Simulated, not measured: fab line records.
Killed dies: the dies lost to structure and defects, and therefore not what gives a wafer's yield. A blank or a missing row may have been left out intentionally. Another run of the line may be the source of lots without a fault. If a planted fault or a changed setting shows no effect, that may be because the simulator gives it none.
fab line records	flow nand_harc
record lots=11	wafers=33	last_day=34
route steps=1302 shown A_STAIRCASE@885 A_SGD_CUT@906 A_SLIT@938 A_WL_FILL@959 END@1302
lots with no fault: from the same line, run without faults
start_h: start of the lot's first displayed wafer, in hours after the record's first day	wait_h: hours from the lot's prior step to this one	" the same as in the row above	L1.1+2: several wafers, shown together as one row	- no value, or no start was given	* or withheld: withheld	< > ~ a bound
route shown NAME@n: a module of which the file shows steps, and the number in the route of the first	usual: average and standard deviation across the fault-free wafers	same: alike in all rows	chamber/n: place in a boat	sites: readings site by site	_std_site: how widely they spread, as a standard deviation	_edge_site: mean of outer sites minus mean of inner sites	radius_mm: how far each site lies from the wafer's centre	mask NAME#n: copy n	behind: tool/chamber where the wafer was last shaped	hold: reason for holding the lot/hours on hold/outcome of the hold	device: which transistor (n, p or np) failed to switch	end of line: tests of these same wafers at the route's end	a step with no rows: only its recipe	killed: not the wafer's yield, but the dies lost to structure and defects at the first sort	map: shows each die of a wafer: x if killed, . if not, _ if none is there
set.NAME: the setting that was run; set.NAME@STEP: the one run at that earlier step	model.NAME: the simulator's own value behind a step, which no gauge read
a sample of lots followed through the steps of the route, with each step as a table and each wafer as a row
services: from which hour (start_h, from the record's first day; less than 0 if before it) a tool's chamber was out of use, for how many hours, and why
## steps
# step NHARC_A_STAIRCASE_DEP_471
# recipe target_thk_a=1000	temp_c=400	pressure_torr=6.5	rf_w=900	teos_flow_sccm=161.4	flow_sccm=2650	target_thk_nm=100	gas=O2	material=SiO2
# usual heater_power_w=608/98	rf_fwd_power_W=896.5/3	susceptor_temp_C=399.98/0.25	throttle_valve_pct=16.0/0.72
lot.wafer	tool	chamber	start_h	wait_h	heater_power_w	rf_fwd_power_W	susceptor_temp_C	throttle_valve_pct
L459.2	pecvd-01	1	451.58	-	553	899.7	399.91	16.5
L459.4	"	0	"	"	627	896.4	400.06	16.6
L459.5	"	1	"	"	536	892.8	399.57	16.6
L460.3	pecvd-02	0	451.93	-	678	897.1	400.08	15.7
L460.1	"	1	"	"	515	894.7	399.80	14.6
L460.4	"	0	"	"	700	892.3	399.98	15.7
L463.3	pecvd-01	2	482.92	-	427	896.6	399.94	17.1
L463.1	"	0	"	"	730	897.0	400.20	16.7
L463.4	"	1	"	"	523	899.5	399.97	16.4
L465.3	pecvd-04	2	517.46	-	637	901.6	400.00	15.9
L465.5	"	2	"	"	610	899.8	399.94	16.0
L465.6	"	0	"	"	577	894.6	399.79	15.9
L467.3	pecvd-02	1	540.47	-	495	901.7	399.89	14.8
L467.4	"	2	"	"	548	894.4	399.87	16.5
L467.6	"	0	"	"	686	901.5	399.93	16.2
L470.1	pecvd-02	0	559.24	-	768	897.2	400.40	16.1
L470.3	"	1	"	"	606	896.4	399.92	15.0
L470.4	"	0	"	"	776	898.2	400.50	16.1
L472.1	pecvd-02	2	573.66	-	611	896.6	400.10	16.7
L472.5	"	0	"	"	657	898.4	399.94	16.1
L472.6	"	1	"	"	594	898.2	399.91	15.2
L473.1	pecvd-01	2	573.67	-	480	895.4	399.80	17.5
L473.3	"	0	"	"	701	898.8	399.97	16.3
L473.6	"	0	"	"	694	897.3	399.80	16.3
L480.3	pecvd-02	2	645.46	-	456	894.8	399.77	16.0
L480.1	"	0	"	"	748	898.3	400.45	16.4
L480.4	"	2	"	"	469	897.7	399.74	16.2
L479.3	pecvd-04	0	646.65	-	587	900.6	399.64	15.5
L479.4	"	1	"	"	692	895.7	399.98	14.7
L479.6	"	2	"	"	747	895.8	400.09	16.1
L481.1	pecvd-04	2	687.21	-	644	901.8	400.59	16.3
L481.4	"	1	"	"	725	898.4	400.04	14.8
L481.5	"	2	"	"	665	900.9	400.19	16.1
# step NHARC_A_SGD_CUT_ETCH_59
# recipe target_depth_a=2600	over_etch_frac=0.25	time_s=406.25	ion_energy_ev=200	n2_flow_sccm=150	h2_flow_sccm=150	ar_flow_sccm=0	rf_w=400	bias_w=150	chemistry=N2/H2
# usual drypump_motor_current_A=5.6/0.37	oes_product_au=0.999/0.014	rf_fwd_power_W=399.2/1.3	rf_vpp_V=430.3/2.3	showerhead_plenum_p_Torr=2.03/0.076	throttle_valve_pct=14.171/0.0088
lot.wafer	tool	chamber	start_h	wait_h	drypump_motor_current_A	oes_product_au	rf_fwd_power_W	rf_hours_counter_h	rf_vpp_V	showerhead_plenum_p_Torr	throttle_valve_pct
L459.4	rie_diel-11	0	-	-	5.7	1.005	400.1	1	431.4	2.07	14.170
L459.2	"	1	"	"	6.1	1.019	402.5	1	430.4	2.00	14.172
L459.5	"	3	"	"	5.3	1.017	399.1	-	429.4	1.98	14.167
L460.1	rie_diel-01	2	-	-	5.3	0.967	398.1	8	427.2	1.93	14.177
L460.3	"	3	"	"	5.4	0.989	397.6	8	435.6	2.16	14.180
L460.4	"	2	"	"	5.3	0.970	397.2	-	428.0	1.93	14.170
L463.3	rie_diel-11	1	-	-	6.1	1.002	401.1	3	429.3	2.00	14.161
L463.4	"	2	"	"	5.3	0.993	399.8	3	430.6	2.05	14.172
L463.1	"	3	"	"	5.3	1.009	399.5	3	428.4	1.98	14.180
L465.3	rie_diel-11	2	-	-	5.3	0.989	399.4	5	431.0	2.05	14.177
L465.6	"	1	"	"	6.1	1.009	399.4	-	430.3	2.00	14.173
L465.5	"	2	"	"	5.3	1.003	399.6	-	431.2	2.05	14.159
L467.4	rie_diel-11	0	-	-	5.8	1.010	401.5	5	431.2	2.06	14.190
L467.3	"	2	"	"	5.3	0.985	399.1	6	432.9	2.05	14.169
L467.6	"	3	"	"	5.4	0.999	399.7	-	430.1	1.98	14.158
L470.3	rie_diel-02	2	-	-	5.5	0.992	398.6	8	433.4	2.12	14.180
L470.1	"	0	"	"	5.1	0.970	399.6	9	428.6	1.98	14.176
L470.4	"	1	"	"	6.1	0.977	397.9	8	426.2	1.91	14.166
L472.1	rie_diel-11	2	-	-	5.3	0.989	397.5	7	431.5	2.05	14.171
L472.5	"	3	"	"	5.3	1.013	397.6	-	429.0	1.98	14.167
L472.6	"	0	"	"	5.7	1.013	398.5	-	430.1	2.06	14.178
L473.1	rie_diel-01	2	-	-	5.3	1.011	398.1	0	426.6	1.92	14.172
L473.3	"	0	"	"	6.3	1.016	400.5	0	428.7	1.97	14.169
L473.6	"	1	"	"	5.5	0.981	400.9	-	430.2	2.04	14.172
L480.4	rie_diel-02	3	-	-	5.8	1.031	401.1	4	434.2	2.14	14.164
L480.3	"	0	"	"	5.1	0.985	398.6	4	427.3	1.97	14.171
L480.1	"	1	"	"	6.1	1.020	399.1	3	426.2	1.90	14.179
L479.4	rie_diel-01	2	-	-	5.3	0.999	397.0	5	426.4	1.92	14.162
L479.3	"	1	"	"	5.5	0.980	397.2	5	429.5	2.04	14.168
L479.6	"	3	"	"	5.4	0.975	401.3	-	433.4	2.15	14.165
L481.1	rie_diel-11	3	-	-	5.3	1.002	399.1	3	428.5	1.98	14.181
L481.4	"	0	"	"	5.7	1.020	399.7	3	431.2	2.06	14.183
L481.5	"	2	"	"	5.3	0.997	400.2	-	430.8	2.05	14.153
# step NHARC_A_SLIT_ETCH_15
# recipe target_depth_a=62000	over_etch_frac=0.3	time_s=1612	ion_energy_ev=150	o2_flow_sccm=400	cos_flow_sccm=20	ar_flow_sccm=0	rf_w=500	bias_w=300	chemistry=O2/COS
# usual drypump_motor_current_A=5.6/0.57	oes_product_au=1.003/0.012	rf_fwd_power_W=499.6/1.5	rf_vpp_V=313.8/1.7	showerhead_plenum_p_Torr=3.10/0.095	throttle_valve_pct=28.329/0.0086
lot.wafer	tool	chamber	start_h	wait_h	drypump_motor_current_A	oes_product_au	rf_fwd_power_W	rf_hours_counter_h	rf_vpp_V	showerhead_plenum_p_Torr	throttle_valve_pct
L459.2	rie_diel-05	1	465.34	-	5.7	1.006	499.4	3.0	314.9	3.16	28.324
L459.5	"	3	"	"	6.6	1.006	499.3	-	313.7	3.01	28.327
L459.4	"	0	"	"	6.3	1.011	499.6	-	313.3	3.06	28.333
L460.3	rie_diel-09	1	465.55	-	4.7	0.984	498.7	5.9	315.9	3.18	28.324
L460.1	"	2	"	"	5.4	1.005	499.4	6.2	312.8	3.00	28.342
L460.4	"	3	"	"	5.5	1.009	500.5	5.9	311.5	3.05	28.338
L463.4	rie_diel-10	1	496.61	-	4.9	0.975	499.7	3.2	312.8	3.09	28.305
L463.3	"	2	"	"	5.0	1.023	497.6	3.8	316.2	3.22	28.330
L463.1	"	3	"	"	5.2	0.998	498.1	3.8	315.5	3.16	28.323
L465.3	rie_diel-05	0	531.22	-	6.3	1.006	500.8	8.4	313.2	3.05	28.328
L465.5	"	3	"	"	6.6	1.009	499.6	-	311.4	3.01	28.349
L465.6	"	0	"	"	6.3	1.003	502.0	-	313.0	3.05	28.323
L467.3	rie_diel-09	2	553.64	-	5.4	0.990	499.4	2.0	312.4	3.00	28.327
L467.4	"	1	"	"	4.8	0.999	498.7	-	314.6	3.17	28.334
L467.6	"	2	"	"	5.4	0.991	502.1	-	313.9	3.00	28.323
L470.4	rie_diel-05	0	577.10	-	6.3	1.001	497.3	11.0	312.2	3.05	28.338
L470.3	"	1	"	"	5.7	1.006	500.0	11.3	314.2	3.16	28.324
L470.1	"	2	"	"	6.0	0.998	501.6	10.0	315.7	3.24	28.320
L472.1	rie_diel-10	3	587.26	-	5.2	1.006	498.8	9.5	314.1	3.16	28.327
L472.6	"	3	"	"	5.3	1.016	501.1	-	314.8	3.16	28.344
L472.5	"	0	"	"	5.3	0.847	497.1	-	311.5	2.92	28.327
L473.1	rie_diel-10	0	588.65	-	5.3	0.853	500.6	9.5	310.1	2.92	28.331
L473.3	"	2	"	"	5.1	1.022	498.5	10.1	314.6	3.22	28.336
L473.6	"	0	"	"	5.3	0.840	498.5	-	308.9	2.92	28.339
L480.4	rie_diel-10	0	659.05	-	5.3	1.006	501.4	2.9	310.7	2.92	28.329
L480.3	"	1	"	"	4.9	0.997	503.4	2.3	312.3	3.09	28.335
L480.1	"	2	"	"	5.1	0.985	499.8	2.6	316.3	3.22	28.324
L479.3	rie_diel-05	2	660.19	-	6.0	1.013	501.0	4.8	314.5	3.24	28.324
L479.4	"	3	"	"	6.6	0.994	499.0	5.0	312.1	3.00	28.322
L479.6	"	2	"	"	6.0	1.003	501.0	-	315.2	3.24	28.325
L481.4	rie_diel-10	0	704.66	-	5.3	1.021	501.8	6.0	310.2	2.92	28.317
L481.1	"	2	"	"	5.1	1.006	500.5	6.0	313.6	3.22	28.327
L481.5	"	1	"	"	4.9	1.007	497.5	-	314.6	3.09	28.325
# step NHARC_A_WL_FILL_STRIP_27
# recipe power_w=1500	temp_c=250	time_s=20	chemistry=N2/H2
# usual drypump_motor_current_A=5.8/0.45	heater_power_w=367/36
lot.wafer	tool	chamber	start_h	wait_h	drypump_motor_current_A	heater_power_w	rf_hours_counter_h
L460.1	plasma_asher-02	0	480.06	0.1	5.4	390	10
L460.4	"	0	"	"	5.4	385	-
L460.3	"	1	"	"	5.7	390	-
L459.2	plasma_asher-02	0	482.58	0.3	5.4	391	11
L459.4	"	1	"	"	5.7	388	-
L459.5	"	1	"	"	5.7	408	-
L463.1	plasma_asher-02	0	511.24	0.1	5.4	395	16
L463.4	"	0	"	"	5.4	398	-
L463.3	"	1	"	"	5.7	387	-
L465.3	plasma_asher-02	1	545.84	0.1	5.7	398	-
L465.5	"	1	"	"	5.7	409	-
L465.6	"	0	"	"	5.3	388	-
L467.3	plasma_asher-01	1	569.53	0.1	5.8	316	-
L467.4	"	0	"	"	6.6	321	-
L467.6	"	0	"	"	6.6	318	-
L470.1	plasma_asher-02	1	592.74	0.1	5.7	395	32
L470.3	"	0	"	"	5.3	398	-
L470.4	"	1	"	"	5.7	396	-
L472.1	plasma_asher-01	0	603.59	0.1	6.6	318	15
L472.6	"	0	"	"	6.7	319	-
L473.3	plasma_asher-01	0	603.76	0.3	6.6	324	-
L480.1	plasma_asher-01	0	675.56	0.1	6.7	319	31
L480.4	"	1	"	"	5.8	311	-
L480.3	"	0	"	"	6.7	323	-
L479.3	plasma_asher-02	1	677.90	0.1	5.7	397	-
L479.4	"	0	"	"	5.4	387	-
L479.6	"	0	"	"	5.4	391	-
L481.1	plasma_asher-02	0	720.47	0.1	5.4	391	22
L481.4	"	0	"	"	5.4	385	-
L481.5	"	0	"	"	5.4	385	-
# step NHARC_END_SORT_01
# recipe temp_c=25
# usual killed_at_array=56/17	killed_at_other=1.2/1.4	killed_at_periphery=4/3.2	killed_dies=61/16	killed_open=3.6/2.1	killed_short=2.7/1.8
# same gross_dies=677
lot.wafer	tool	chamber	start_h	wait_h	killed_at_array	killed_at_other	killed_at_periphery	killed_dies	killed_open	killed_short
L472.1	prober-01	0	706.52	2.5	47	0	3	50	2	1
L472.5	prober-01	0	709.72	3.7	611	4	6	621	6	4
L472.6	prober-01	0	710.52	4.0	76	3	2	81	5	2
L473.1	prober-01	0	714.32	2.5	540	2	3	545	1	3
L473.3	prober-01	0	715.93	3.1	57	2	1	60	4	2
L473.6	prober-01	0	718.33	4.0	526	0	2	528	7	1
# killed by level:class
L472.1 A_CHANNEL_HOLE_D1:chamber_film_flake=21 A_CHANNEL_HOLE_D2:chamber_film_flake=15 A_CONTACT:chamber_film_flake=5 A_STAIRCASE:chamber_film_flake=3 P_M0:geometric_particle:open=2 P_M2:chamber_film_flake=1 A_BLC:geometric_particle:short=1 A_SLIT:chamber_film_flake=1
L472.5 A_SLIT:area_etch=551 A_CHANNEL_HOLE_D2:chamber_film_flake=25 A_CHANNEL_HOLE_D1:chamber_film_flake=21 THIN_TSV:chamber_film_flake=4 A_CONTACT:chamber_film_flake=3 P_GATE:chamber_film_flake=3 A_M0:geometric_particle:open=2 A_WL_FILL:chamber_film_flake=2
L472.6 A_CHANNEL_HOLE_D1:chamber_film_flake=37 A_CHANNEL_HOLE_D2:chamber_film_flake=18 A_CONTACT:chamber_film_flake=9 A_SLIT:chamber_film_flake=4 A_BLC:geometric_particle:open=2 THIN_TSV:chamber_film_flake=2 A_CHANNEL_HOLE_D1:geometric_particle:short=1 A_DECK1_JOINT:geometric_particle:short=1
L473.1 A_SLIT:area_etch=494 A_SLIT:chamber_film_flake=27 A_CHANNEL_HOLE_D1:chamber_film_flake=8 A_CONTACT:chamber_film_flake=4 P_GATE:chamber_film_flake=2 A_SGD_CUT:chamber_film_flake=2 P_M0:geometric_particle:short=1 A_DECK1_JOINT:geometric_particle:short=1
L473.3 A_SLIT:chamber_film_flake=31 A_CONTACT:chamber_film_flake=9 A_CHANNEL_HOLE_D1:chamber_film_flake=6 A_CHANNEL_FILL_D1:geometric_particle:open=2 A_BLC:geometric_particle:open=2 A_CHANNEL_HOLE_D2:chamber_film_flake=2 THIN_TSV:chamber_film_flake=2 A_DECK1_JOINT:geometric_particle:short=1
L473.6 A_SLIT:area_etch=478 A_SLIT:chamber_film_flake=26 A_CHANNEL_HOLE_D1:chamber_film_flake=8 A_CONTACT:chamber_film_flake=6 P_M1:geometric_particle:open=2 A_ONON_D1:geometric_particle:open=1 A_CHANNEL_FILL_D1:geometric_particle:open=1 A_ONON_D2:geometric_particle:open=1
## services
tool	chamber	start_h	hours	kind
rie_diel-10	2	430.70	2.5	repair
rie_diel-11	-	432.57	9.0	pm
rie_diel-11	2	443.41	9.8	repair
pecvd-04	-	450.53	13.0	pm
plasma_asher-02	-	452.88	1.6	repair
rie_diel-10	1	456.56	7.0	repair
rie_diel-10	0	462.22	11.4	repair
rie_diel-05	2	464.38	2.4	repair
rie_diel-11	0	468.71	3.9	repair
rie_diel-10	-	492.08	1.9	repair
pecvd-01	-	492.27	13.0	pm
rie_diel-01	-	493.19	3.4	repair
rie_diel-10	-	526.87	2.3	repair
rie_diel-10	2	542.24	5.4	repair
rie_diel-05	0	580.32	37.0	repair
rie_diel-05	-	584.10	9.0	pm
pecvd-02	-	591.66	13.0	pm
rie_diel-10	-	596.50	9.0	pm
plasma_asher-02	-	603.41	9.0	pm
rie_diel-11	-	609.57	9.0	pm
rie_diel-10	-	610.30	0.6	repair
rie_diel-05	1	624.08	2.5	repair
rie_diel-10	-	671.28	1.0	repair
rie_diel-11	2	689.41	4.6	repair
## key
first_sign step=NHARC_A_SLIT_ETCH_15	reading=oes_product_au	direction=down	sigmas=13	usual=1.003	struck=0.847
effect step=NHARC_END_SORT_01	reading=killed_dies	direction=up	sigmas=31	usual=61	struck=565
more_kills_born_at NHARC_A_SLIT_ETCH_15@rie_diel-10=1523
met_at NHARC_A_SLIT_ETCH_15
struck_lots L472,L473
struck_wafers L472.5,L473.1,L473.6
later_rows_left_out L472.5,L473.1,L473.6
tester_left_out L472,L473
not_acting_at NHARC_A_STAIRCASE_DEP_471,NHARC_A_SGD_CUT_ETCH_59,NHARC_A_WL_FILL_STRIP_27
fault kind=process_parameter_drift	tool=rie_diel-10	chamber=0	onset_h=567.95	steps=NHARC_A_SLIT_ETCH_15	channel=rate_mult	offset=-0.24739	shape=step	end_h=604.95
# tester_left_out: of these lots the tester's yield and bins aren't shown, on N5 and GAA mostly nor the transistor test; their killed dies are dies lost to structure and defects alone, not to doping, threshold or leakage, so they don't give the yield
# later_rows_left_out: the simulator's readings of these wafers behind a module that went badly wrong aren't trusted and aren't shown, but for the sort
